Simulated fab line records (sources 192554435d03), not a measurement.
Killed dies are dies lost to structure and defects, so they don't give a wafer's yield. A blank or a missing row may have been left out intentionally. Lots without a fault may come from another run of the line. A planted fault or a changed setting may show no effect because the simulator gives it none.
fab line records	flow n5Finfet
record: lots: 7	wafers: 21
route steps=1938 shown BEOL_M9@1426 BEOL_M10@1500 BEOL_M11@1562 BEOL_M13@1673 BEOL_M14@1742
startH: the number of hours between the record's first day and the start of the first shown wafer of the lot	waitH: hours since the lot's step before	" the same as in the row above	L1.1+2: one row covering several wafers at once	- value missing, or start not given	* or withheld: withheld	< > ~ a bound
route shown NAME@n: NAME is a module with steps in the file, n the number in the route of the first one	usual: mean/standard deviation of fault-free wafers	same: alike in all rows	chamber/n: place in a boat	sites: each site's reading	_std_site: the values' standard deviation	_edge_site: mean of outer sites minus mean of inner sites	radiusMm: for every site, how far away it sits from the centre of the wafer	mask NAME#n: copy n	behind: the last tool/chamber to shape the wafer	hold: the reason the lot was held/the length of the hold in hours/how it ended	device: the transistor (n, p or np) that didn't switch	end of line: the route-end tests of the same wafers	where a step has no rows: the recipe by itself	killed: at the first sort, the dies lost to defects and structure; wafer yield is something else	map: per-die view of a wafer (x killed, . not killed, _ where there is no die)
set.NAME: setting as actually run; set.NAME@STEP: the setting as run at that earlier step	model.NAME: the simulator's own value behind a step, which no gauge read
lots whose settings were changed on purpose; a table a step, a row a wafer
== steps ==
step: N5_BEOL_M9_COAT_64
recipe: resist: SiARC	tempC: 220	timeS: 60	spinRpm: 1500	resistThkNm: 12
lot.wafer	tool	chamber	startH	waitH	set.spinRpm	model.SiARC_of_BEOL_M9_COAT_64.thkNm
L078.1	lithoTrack-04	0	-	-	1428	12.2
L078.2	"	0	"	"	1500	12
L078.3	"	0	"	"	1428	12.4
L081.1+6	lithoTrack-01	0	-	-	1379	12.4
L081.3	"	0	"	"	1500	12
L089.3	lithoTrack-01	0	-	-	1500	12
L089.5+6	"	0	"	"	1557	11.8
L090.1+5+6	lithoTrack-04	0	-	-	1500	12
L096.1	lithoTrack-04	0	-	-	1368	12.6
L096.2+4	"	0	"	"	1500	12
L094.1+2	lithoTrack-03	0	-	-	1586	11.6
L094.5	"	0	"	"	1500	12
L097.1	lithoTrack-03	0	-	-	1624	11.6
L097.2	"	0	"	"	1500	12
L097.3	"	0	"	"	1624	11.4
step: N5_BEOL_M9_COAT_75
recipe: resist: underlayer	tempC: 205	timeS: 60	spinRpm: 1500	resistThkNm: 5
step: N5_BEOL_M9_COAT_22
recipe: resist: CAR-EUV	spinRpm: 1500	resistThkNm: 30
step: N5_BEOL_M9_DESCUM_33
recipe: chemistry: O2	timeS: 7	sourcePowerW: 50	biasPowerW: 20	pressureMtorr: 20	rfFrequencyHz: 2.712e+07	tempC: 40	resist: CAR-EUV	o2FlowSccm: 225
step: N5_BEOL_M9_ETCH_76
recipe: chemistry: N2/H2	target: underlayer	targetDepthA: 65	maskMaterial: CAR-EUV	timeS: 5.2	ionEnergyEv: 200	pressureMtorr: 30	sourceW: 840	biasW: 150	n2FlowSccm: 200	h2FlowSccm: 200	ends: cleared
step: N5_BEOL_M9_ETCH_65
recipe: chemistry: CF4	target: SiARC	targetDepthA: 156	maskMaterial: CAR-EUV	timeS: 26	ionEnergyEv: 80	pressureMtorr: 40	sourceW: 545	biasW: 36	Ar_flow_sccm: 100	cf4FlowSccm: 100	ends: cleared
lot.wafer	tool	chamber	startH	waitH	set.spinRpm@BEOL_M9_COAT_64	model.etch.depthNm	model.CAR-EUV_of_BEOL_M9_COAT_22.thkNm
L078.1	rieDiel-05	0	242.78	0.0	1428	12.29	10.8
L078.2	"	2	"	"	1500	11.96	11
L078.3	"	1	"	"	1428	12.32	10.6
L081.1	rieDiel-05	1	266.84	0.0	1379	12.49	10.8
L081.3	"	2	"	"	1500	11.98	11.2
L081.6	"	2	"	"	1379	12.48	10.8
L089.3	rieDiel-05	1	307.76	0.0	1500	12.01	11
L089.5	"	3	"	"	1557	11.74	11.4
L089.6	"	0	"	"	1557	11.77	11.2
L090.1	rieDiel-05	2	308.19	0.0	1500	11.98	11
L090.5	"	3	"	"	1500	11.99	11.2
L090.6	"	2	"	"	1500	12.02	11
L096.1	rieDiel-05	2	345.60	0.0	1368	12.6	10.8
L096.2	"	3	"	"	1500	12.02	11.4
L096.4	"	0	"	"	1500	12.03	11
L094.1	rieDiel-06	0	348.12	0.0	1586	11.65	11.2
L094.2	"	1	"	"	1586	11.67	11.4
L094.5	"	0	"	"	1500	12.01	11
L097.1	rieDiel-05	0	358.62	0.0	1624	11.5	11.6
L097.2	"	2	"	"	1500	11.95	11.2
L097.3	"	1	"	"	1624	11.47	11.6
step: N5_BEOL_M10_PEB_26
recipe: pebTempC: withheld	pebTimeS: 60	resist: CAR-ArF
lot.wafer	tool	chamber	startH	waitH	set.pebTimeS
L078.1	lithoTrack-02	0	249.99	0.1	56.07
L078.2+3	"	0	"	"	60
L081.1+3	lithoTrack-02	0	276.38	0.1	51.2
L081.6	"	0	"	"	60
L089.3+6	lithoTrack-04	0	314.88	0.0	60
L089.5	"	0	"	"	51.67
L090.1+5+6	lithoTrack-04	0	316.37	0.1	60
L096.1+2+4	lithoTrack-02	0	356.10	0.1	60
L094.1	lithoTrack-04	0	358.28	0.1	60
L094.2+5	"	0	"	"	48.28
L097.1	lithoTrack-04	0	364.99	0.1	60
L097.2+3	"	0	"	"	71.64
step: N5_BEOL_M10_DEVELOP_27
recipe: developTimeS: 30	developer: TMAH	resist: CAR-ArF	rinseLiquid: diw	dry: airSpin	devTempC: 23
step: N5_BEOL_M10_CD_MEAS_28
recipe: targetCdNm: 70	landingEnergyEv: 500	detector: seInlens	polarity: opening
usual: cdNm: 70.0/1.1
lot.wafer	tool	chamber	startH	waitH	set.pebTimeS@BEOL_M10_PEB_26	cdNm
L078.1	cdSem-02	0	250.06	-	56.07	67.0
L078.2	"	0	"	"	60	71.0
L078.3	"	0	"	"	60	69.7
L081.1	cdSem-02	0	276.45	-	51.2	62.3
L081.3	"	0	"	"	51.2	65.0
L081.6	"	0	"	"	60	71.4
L089.3	cdSem-03	0	314.94	-	60	69.6
L089.5	"	0	"	"	51.67	63.5
L089.6	"	0	"	"	60	69.4
L090.1	cdSem-03	0	316.44	-	60	70.6
L090.5	"	0	"	"	60	70.4
L090.6	"	0	"	"	60	68.2
L096.1	cdSem-02	0	356.17	-	60	69.7
L096.2	"	0	"	"	60	70.5
L096.4	"	0	"	"	60	69.8
L094.1	cdSem-02	0	358.35	-	60	70.8
L094.2	"	0	"	"	48.28	59.2
L094.5	"	0	"	"	48.28	60.0
L097.1	cdSem-01	0	365.06	-	60	68.7
L097.2	"	0	"	"	71.64	76.3
L097.3	"	0	"	"	71.64	76.8
step: N5_BEOL_M11_COAT_22
recipe: resist: CAR-ArF	spinRpm: 1500	resistThkNm: 90
lot.wafer	tool	chamber	startH	waitH	set.spinRpm	model.CAR-ArF_of_BEOL_M11_COAT_22.thkNm
L078.1	lithoTrack-01	0	-	-	1500	90
L078.2	"	0	"	"	1365	94.4
L078.3	"	0	"	"	1500	89.8
L081.1	lithoTrack-01	0	-	-	1432	92
L081.3	"	0	"	"	1500	89.6
L081.6	"	0	"	"	1500	90
L089.3+5	lithoTrack-01	0	-	-	1500	90.4
L089.6	"	0	"	"	1500	90.2
L090.1+6	lithoTrack-01	0	-	-	1500	89.8
L090.5	"	0	"	"	1500	90
L096.1	lithoTrack-03	0	-	-	1500	89.6
L096.2	"	0	"	"	1404	92.4
L096.4	"	0	"	"	1404	92.8
L094.1	lithoTrack-01	0	-	-	1380	93.8
L094.2	"	0	"	"	1380	94
L094.5	"	0	"	"	1500	90.2
L097.1+2	lithoTrack-01	0	-	-	1500	89.8
L097.3	"	0	"	"	1500	89.6
step: N5_BEOL_M11_EBR_24
recipe: solvent: PGMEA	ebrWidthMm: 1.5
step: N5_BEOL_M11_SOFTBAKE_23
recipe: tempC: 110	timeS: 60	resist: CAR-ArF
step: N5_BEOL_M11_DESCUM_33
recipe: chemistry: O2	timeS: 7.9	sourcePowerW: 50	biasPowerW: 20	pressureMtorr: 20	rfFrequencyHz: 2.712e+07	tempC: 40	resist: CAR-ArF	o2FlowSccm: 225
lot.wafer	tool	chamber	startH	waitH	set.spinRpm@BEOL_M11_COAT_22	model.CAR-ArF_of_BEOL_M11_COAT_22.thkNm
L078.1+3	rieDiel-05	2,3	257.97	0.4	1500	83.4
L078.2	"	0	"	"	1365	87.8
L081.1	rieDiel-02	0	285.58	0.4	1432	85.4
L081.3	"	3	"	"	1500	83
L081.6	"	3	"	"	1500	83.4
L089.3	rieDiel-02	1	321.56	0.0	1500	83.6
L089.5+6	"	3,2	"	"	1500	83.8
L090.1+6	rieDiel-02	1,3	326.65	0.2	1500	83.2
L090.5	"	0	"	"	1500	83.4
L096.1	rieDiel-02	1	362.81	0.2	1500	83
L096.2	"	3	"	"	1404	86
L096.4	"	2	"	"	1404	86.4
L094.1+2	rieDiel-05	3,2	365.14	0.0	1380	87.4
L094.5	"	2	"	"	1500	83.6
L097.1+2+3	rieDiel-02	0,1,3	370.98	0.0	1500	83
step: N5_BEOL_M11_TRENCH_ETCH_37
recipe: chemistry: C4F6/O2	targetDepthA: 1488.3	target: SiCOH_lowk	timeS: 48	ionEnergyEv: 250	pressureMtorr: 30	sourceW: 345	biasW: 185	Ar_flow_sccm: 300	C4F6_flow_sccm: 10	O2_flow_sccm: 10
lot.wafer	tool	chamber	startH	waitH	set.timeS	model.etch.depthNm	model.BEOL_M11.featureDepthNm
L078.1	rieDiel-05	2	-	-	55.4	168.2	168.2
L078.2	"	0	"	"	48	153.3	153.4
L078.3	"	3	"	"	48	142.6	142.6
L081.1	rieDiel-02	0	-	-	48	148.8	148.8
L081.3	"	3	"	"	48	153.4	153.4
L081.6	"	3	"	"	48	152.6	152.6
L089.3	rieDiel-02	1	-	-	45.01	140.9	141
L089.5	"	3	"	"	48	151.4	151.4
L089.6	"	2	"	"	48	146.6	146.6
L090.1	rieDiel-02	1	-	-	48	152.3	152.2
L090.5	"	0	"	"	48	148.7	148.8
L090.6	"	3	"	"	48	152	152
L096.1	rieDiel-02	1	-	-	48	155.9	156
L096.2	"	3	"	"	48	153.7	153.8
L096.4	"	2	"	"	43.43	133.3	133.4
L094.1	rieDiel-05	3	-	-	39.22	115.6	115.6
L094.2	"	2	"	"	39.22	119.3	119.4
L094.5	"	2	"	"	48	147.6	147.6
L097.1	rieDiel-02	0	-	-	51.65	158.5	158.4
L097.2	"	1	"	"	51.65	167.9	167.8
L097.3	"	3	"	"	48	153.9	154
step: N5_BEOL_M11_ETCH_41
recipe: chemistry: CH3F/O2	target: SiCN	targetDepthA: 426	taperDeg: 2	timeS: 86	ionEnergyEv: 120	maskMaterial: TiN	pressureMtorr: 30	sourceW: 395	biasW: 75	Ar_flow_sccm: 150	CH3F_flow_sccm: 30	O2_flow_sccm: 20
step: N5_BEOL_M11_STRIP_77
recipe: chemistry: N2/H2	timeS: 10	powerW: 450	tempC: 40	pressureMtorr: 20	rfFrequencyHz: 6e+07	biasPowerW: 7	n2FlowSccm: 200	h2FlowSccm: 200
step: N5_BEOL_M11_OCD_MEAS_38
usual: trenchDepthNm: 149/4.1
lot.wafer	tool	chamber	startH	waitH	set.timeS@BEOL_M11_TRENCH_ETCH_37	trenchDepthNm
L078.1	ocd-02	-	258.47	-	55.4	169
L078.2	"	-	"	"	48	153
L078.3	"	-	"	"	48	143
L081.1	ocd-02	-	286.07	-	48	149
L081.3	"	-	"	"	48	153
L081.6	"	-	"	"	48	152
L089.3	ocd-02	-	322.05	-	45.01	140
L089.5	"	-	"	"	48	152
L089.6	"	-	"	"	48	146
L090.1	ocd-02	-	327.15	-	48	152
L090.5	"	-	"	"	48	149
L090.6	"	-	"	"	48	152
L096.1	ocd-02	-	363.31	-	48	156
L096.2	"	-	"	"	48	154
L096.4	"	-	"	"	43.43	134
L094.1	ocd-02	-	365.64	-	39.22	115
L094.2	"	-	"	"	39.22	119
L094.5	"	-	"	"	48	148
L097.1	ocd-02	-	371.47	-	51.65	158
L097.2	"	-	"	"	51.65	168
L097.3	"	-	"	"	48	154
step: N5_BEOL_M11_ALD_74
recipe: material: TaN	targetThkA: 20	tempC: 275	aldPrecursorFamily: PDMAT	aldCoReactant: NH3	pressureTorr: 3	carrierFlowSccm: 1500	pulseTimeS: 2	purgeTimeS: 3	coReactantPurgeTimeS: 2	coReactantPulseTimeS: 3	aldCycles: 40	precursorVesselTempC: 75	precursorVesselPressureTorr: 26.25	precursorVesselCarrierSccm: 1000
lot.wafer	tool	chamber	startH	waitH	set.aldCycles
L078.1+2	aldMetal-02	1,0	259.34	0.0	40
L078.3	"	2	"	"	43
L081.1	aldMetal-01	3	287.03	0.2	45
L081.3+6	"	2,0	"	"	40
L089.3+5	aldMetal-02	1,0	322.74	0.1	45
L089.6	"	1	"	"	40
L090.1+5+6	aldMetal-01	1,2,3	327.95	0.0	40
L096.1+2+4	aldMetal-01	0,1,2	365.43	0.1	44
L094.1+2+5	aldMetal-01	3,2,2	366.33	0.0	40
L097.1	aldMetal-01	0	372.27	0.0	40
L097.2+3	"	3,1	"	"	44
step: N5_BEOL_M11_SURFACE_TREAT_76
recipe: gas: Ar	timeS: *	ionEnergyEv: *	ionCurrentMaCm2: 0.5	pressureMtorr: *	arFlowSccm: 30
step: N5_BEOL_M11_CVD_75
recipe: material: Co	targetThkA: 20	tempC: withheld	precursor: CCTBA/H2	pressureTorr: 30	timeS: 138.9
step: N5_BEOL_M11_ECD_50
recipe: material: Cu	targetThkA: 3180
step: N5_BEOL_M11_ANNEAL_51
recipe: tempC: 225	timeS: 90	ambient: N2
step: N5_BEOL_M11_CMP_52
recipe: stopOn: SiCOH_lowk	tOverpolishS: 7	downForcePsi: 1	platenRpm: 50	clearingPlatenDownForcePsi: 1.5	clearingPlatenRpm: 50	postCmpClean: cuAlkaline	targetThkNm: 140	clearingPlatenPadVelocityMS: 0.99484	padVelocityMS: 0.99484
lot.wafer	tool	chamber	startH	waitH	set.timeS@BEOL_M11_TRENCH_ETCH_37	model.Cu_of_BEOL_M11_ECD_50.thkNm
L078.3	cmp-04	2	260.96	0.2	48	136
L078.1	"	0	"	"	55.4	160
L078.2	"	1	"	"	48	144.4
L081.1	cmp-01	0	288.58	0.3	48	137.6
L081.3	"	3	"	"	48	146.6
L081.6	"	0	"	"	48	141.4
L089.3	cmp-04	0	325.58	0.2	45.01	129.8
L089.6	"	3	"	"	48	136.6
L089.5	"	0	"	"	48	140.6
L090.1	cmp-02	1	330.59	0.3	48	144.4
L090.5	"	1	"	"	48	141.2
L090.6	"	2	"	"	48	141
L096.1	cmp-01	0	366.48	0.3	48	145
L096.4	"	1	"	"	43.43	123
L096.2	"	2	"	"	48	144.8
L094.1	cmp-01	3	367.39	0.3	39.22	108
L094.2	"	1	"	"	39.22	110.4
L094.5	"	3	"	"	48	139.6
L097.1	cmp-04	1	373.59	0.3	51.65	149
L097.3	"	2	"	"	48	147.2
L097.2	"	3	"	"	51.65	158.2
step: N5_BEOL_M11_THK_MEAS_53
recipe: thkMeasGauge: xrf	reads: Cu_of_BEOL_M11_ECD_50
usual: M11_THK: 143/4.4
lot.wafer	tool	chamber	startH	waitH	set.timeS@BEOL_M11_TRENCH_ETCH_37	M11_THK[nm]
L078.1	filmMetro-02	-	261.25	-	55.4	164
L078.2	"	-	"	"	48	148
L078.3	"	-	"	"	48	139
L081.1	filmMetro-01	-	288.87	-	48	140
L081.3	"	-	"	"	48	150
L081.6	"	-	"	"	48	144
L089.3	filmMetro-01	-	325.84	-	45.01	131
L089.5	"	-	"	"	48	142
L089.6	"	-	"	"	48	138
L090.1	filmMetro-01	-	330.88	-	48	147
L090.5	"	-	"	"	48	145
L090.6	"	-	"	"	48	145
L096.1	filmMetro-01	-	366.77	-	48	147
L096.2	"	-	"	"	48	146
L096.4	"	-	"	"	43.43	124
L094.1	filmMetro-02	-	367.65	-	39.22	111
L094.2	"	-	"	"	39.22	114
L094.5	"	-	"	"	48	144
L097.1	filmMetro-01	-	373.89	-	51.65	151
L097.2	"	-	"	"	51.65	160
L097.3	"	-	"	"	48	149
step: N5_BEOL_M11_PRE_CLEAN_55
recipe: gas: NH3	timeS: 15	tempC: withheld	rfPowerW: 300
step: N5_BEOL_M11_DEP_56
recipe: material: SiCN	targetThkA: 300	tempC: withheld	precursor: 3MS/NH3	pressureTorr: 3	rfW: 675	timeS: 10.5
step: N5_BEOL_M11_RS_MEAS_57
recipe: thkMeasGauge: four-point-probe	reads: Cu_of_BEOL_M11_ECD_50+Co_of_BEOL_M11_CVD_75+TaN_of_BEOL_M11_ALD_74
usual: M11_RS: 0.151/0.0052
lot.wafer	tool	chamber	startH	waitH	set.timeS@BEOL_M11_TRENCH_ETCH_37	M11_RS[ohm/sq]
L078.1	filmMetro-01	-	261.38	0.0	55.4	0.130
L078.2	"	-	"	"	48	0.145
L078.3	"	-	"	"	48	0.155
L081.1	filmMetro-01	-	289.00	0.0	48	0.153
L081.3	"	-	"	"	48	0.143
L081.6	"	-	"	"	48	0.149
L089.3	filmMetro-01	-	325.97	0.0	45.01	0.164
L089.5	"	-	"	"	48	0.150
L089.6	"	-	"	"	48	0.155
L090.1	filmMetro-02	-	331.01	0.0	48	0.146
L090.5	"	-	"	"	48	0.150
L090.6	"	-	"	"	48	0.150
L096.1	filmMetro-01	-	366.93	0.1	48	0.145
L096.2	"	-	"	"	48	0.145
L096.4	"	-	"	"	43.43	0.174
L094.1	filmMetro-02	-	367.77	0.0	39.22	0.202
L094.2	"	-	"	"	39.22	0.196
L094.5	"	-	"	"	48	0.151
L097.1	filmMetro-01	-	374.04	0.1	51.65	0.141
L097.2	"	-	"	"	51.65	0.132
L097.3	"	-	"	"	48	0.143
step: N5_BEOL_M13_ETCH_59
recipe: chemistry: N2/H2	target: BARC	targetDepthA: 890	overetchA: 267	timeS: 67.9	ionEnergyEv: 200	pressureMtorr: 30	sourceW: 840	biasW: 150	n2FlowSccm: 200	h2FlowSccm: 200
lot.wafer	tool	chamber	startH	waitH	set.timeS	model.coat_of_BEOL_M13_COAT_04.thkNm
L078.1	rieDiel-06	3	269.99	0.0	67.9	316
L078.2	"	0	"	"	67.9	321.2
L078.3	"	1	"	"	67.9	319.8
L081.1	rieDiel-02	1	294.78	0.0	67.9	315.8
L081.3	"	0	"	"	61.49	324.6
L081.6	"	1	"	"	67.9	316.2
L089.3	rieDiel-05	3	331.49	0.0	55.62	332.8
L089.5	"	2	"	"	67.9	318.6
L089.6	"	0	"	"	55.62	324
L090.1	rieDiel-02	2	338.87	0.0	67.9	319
L090.5	"	3	"	"	67.9	316.2
L090.6	"	2	"	"	67.9	317.8
L096.1	rieDiel-06	3	374.35	0.0	67.9	313.8
L096.2	"	2	"	"	67.9	320
L096.4	"	1	"	"	67.9	315.6
L094.1	rieDiel-02	2	378.47	0.0	67.9	320
L094.2	"	0	"	"	67.9	318.2
L094.5	"	1	"	"	67.9	313.4
L097.1	rieDiel-05	1	379.56	0.0	82.81	297.6
L097.2	"	3	"	"	67.9	321.8
L097.3	"	2	"	"	82.81	301.4
step: N5_BEOL_M13_COAT_65
recipe: resist: SOC	tempC: 250	timeS: 60	spinRpm: 1500	resistThkNm: 350
lot.wafer	tool	chamber	startH	waitH	set.spinRpm	model.SOC_of_BEOL_M13_COAT_65.thkNm
L078.1	lithoTrack-02	0	270.52	0.0	1500	350.2
L078.2+3	"	0	"	"	1640	335.4
L081.1	lithoTrack-01	0	295.31	0.0	1500	348
L081.3	"	0	"	"	1666	330.8
L081.6	"	0	"	"	1500	348.4
L089.3	lithoTrack-02	0	332.03	0.0	1500	349.4
L089.5	"	0	"	"	1362	366.8
L089.6	"	0	"	"	1500	348.4
L090.1+5	lithoTrack-02	0	339.40	0.0	1500	351
L090.6	"	0	"	"	1500	350
L096.1	lithoTrack-01	0	374.89	0.0	1500	349.8
L096.2	"	0	"	"	1500	349.6
L096.4	"	0	"	"	1500	349.4
L094.1	lithoTrack-05	0	379.00	0.0	1500	349
L094.2	"	0	"	"	1551	343.4
L094.5	"	0	"	"	1551	342.6
L097.1	lithoTrack-01	0	380.13	0.0	1500	349.2
L097.2	"	0	"	"	1593	338.8
L097.3	"	0	"	"	1593	339.2
step: N5_BEOL_M14_EXPOSE_25
recipe: maskId: M14	na: 0.8	sourceShape: annular	sigmaInner: 0.5	sigmaOuter: 0.8	polarization: unpolarized	targetCdNm: 280	doseMj: 26.6
lot.wafer	tool	chamber	startH	waitH	mask	set.doseMj
L078.1+2+3	krfScanner-02	0	280.65	-	M14#0	26.6
L081.1	krfScanner-01	0	303.29	-	M14#0	27.28
L081.3+6	"	0	"	"	M14#0	26.6
L089.3+5+6	krfScanner-02	0	339.42	-	M14#0	26.6
L090.1+5+6	krfScanner-02	0	350.05	-	M14#0	26.6
L096.1	krfScanner-02	0	380.12	-	M14#0	26.6
L096.2+4	"	0	"	"	M14#0	28.47
L094.1+2+5	krfScanner-01	0	384.29	-	M14#0	26.6
L097.1+2+3	krfScanner-01	0	386.12	-	M14#0	26.6
step: N5_BEOL_M14_PEB_26
recipe: pebTempC: 130	pebTimeS: 90
step: N5_BEOL_M14_DEVELOP_27
recipe: developTimeS: 45	rinseLiquid: diw	dry: airSpin	devTempC: 21
step: N5_BEOL_M14_HARDBAKE_32
recipe: tempC: 130	timeS: 120
step: N5_BEOL_M14_CD_MEAS_28
recipe: targetCdNm: 284.4	landingEnergyEv: 500	detector: seInlens
usual: cdNm: 284.4/2.4
lot.wafer	tool	chamber	startH	waitH	set.doseMj@BEOL_M14_EXPOSE_25	cdNm
L078.1	cdSem-03	0	280.83	-	26.6	282.2
L078.2	"	0	"	"	26.6	284.4
L078.3	"	0	"	"	26.6	282.2
L081.1	cdSem-02	0	303.46	-	27.28	288.2
L081.3	"	0	"	"	26.6	284.1
L081.6	"	0	"	"	26.6	282.9
L089.3	cdSem-01	0	339.59	-	26.6	284.7
L089.5	"	0	"	"	26.6	286.7
L089.6	"	0	"	"	26.6	286.8
L090.1	cdSem-02	0	350.23	-	26.6	282.4
L090.5	"	0	"	"	26.6	280.7
L090.6	"	0	"	"	26.6	283.7
L096.1	cdSem-02	0	380.29	-	26.6	282.0
L096.2	"	0	"	"	28.47	298.8
L096.4	"	0	"	"	28.47	297.8
L094.1	cdSem-03	0	384.46	-	26.6	285.7
L094.2	"	0	"	"	26.6	287.7
L094.5	"	0	"	"	26.6	286.5
L097.1	cdSem-01	0	386.30	-	26.6	287.8
L097.2	"	0	"	"	26.6	286.0
L097.3	"	0	"	"	26.6	284.6
== key ==
split: step: N5_BEOL_M9_COAT_64	setting: spinRpm	stated: 1500	by: wafer
response: step: N5_BEOL_M9_COAT_64	reading: model.SiARC_of_BEOL_M9_COAT_64.thkNm	change: -0.0609	per: 1%	r: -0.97
response: step: N5_BEOL_M9_ETCH_65	reading: model.etch.depthNm	change: -0.0625	per: 1%	r: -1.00
response: step: N5_BEOL_M9_ETCH_65	reading: model.CAR-EUV_of_BEOL_M9_COAT_22.thkNm	change: +0.051	per: 1%	r: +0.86
split: step: N5_BEOL_M10_PEB_26	setting: pebTimeS	stated: 60	by: wafer
response: step: N5_BEOL_M10_CD_MEAS_28	reading: cdNm	change: +0.489	per: 1%	r: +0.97
split: step: N5_BEOL_M11_COAT_22	setting: spinRpm	stated: 1500	by: wafer
response: step: N5_BEOL_M11_COAT_22	reading: model.CAR-ArF_of_BEOL_M11_COAT_22.thkNm	change: -0.481	per: 1%	r: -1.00
response: step: N5_BEOL_M11_DESCUM_33	reading: model.CAR-ArF_of_BEOL_M11_COAT_22.thkNm	change: -0.486	per: 1%	r: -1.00
split: step: N5_BEOL_M11_TRENCH_ETCH_37	setting: timeS	stated: 48	by: wafer
response: step: N5_BEOL_M11_TRENCH_ETCH_37	reading: model.etch.depthNm	change: +1.57	per: 1%	r: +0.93
response: step: N5_BEOL_M11_TRENCH_ETCH_37	reading: model.BEOL_M11.featureDepthNm	change: +1.56	per: 1%	r: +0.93
response: step: N5_BEOL_M11_OCD_MEAS_38	reading: trenchDepthNm	change: +1.58	per: 1%	r: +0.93
response: step: N5_BEOL_M11_CMP_52	reading: model.Cu_of_BEOL_M11_ECD_50.thkNm	change: +1.54	per: 1%	r: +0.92
response: step: N5_BEOL_M11_THK_MEAS_53	reading: M11_THK	change: +1.6	per: 1%	r: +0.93
response: step: N5_BEOL_M11_RS_MEAS_57	reading: M11_RS	change: -0.00208	per: 1%	r: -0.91
split: step: N5_BEOL_M11_ALD_74	setting: aldCycles	stated: 40	by: wafer
response none clear
split: step: N5_BEOL_M13_ETCH_59	setting: timeS	stated: 67.9	by: wafer
response: step: N5_BEOL_M13_ETCH_59	reading: model.coat_of_BEOL_M13_COAT_04.thkNm	change: -0.833	per: 1%	r: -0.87
split: step: N5_BEOL_M13_COAT_65	setting: spinRpm	stated: 1500	by: wafer
response: step: N5_BEOL_M13_COAT_65	reading: model.SOC_of_BEOL_M13_COAT_65.thkNm	change: -1.68	per: 1%	r: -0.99
split: step: N5_BEOL_M14_EXPOSE_25	setting: doseMj	stated: 26.6	by: wafer
response: step: N5_BEOL_M14_CD_MEAS_28	reading: cdNm	change: +2.26	per: 1%	r: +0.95
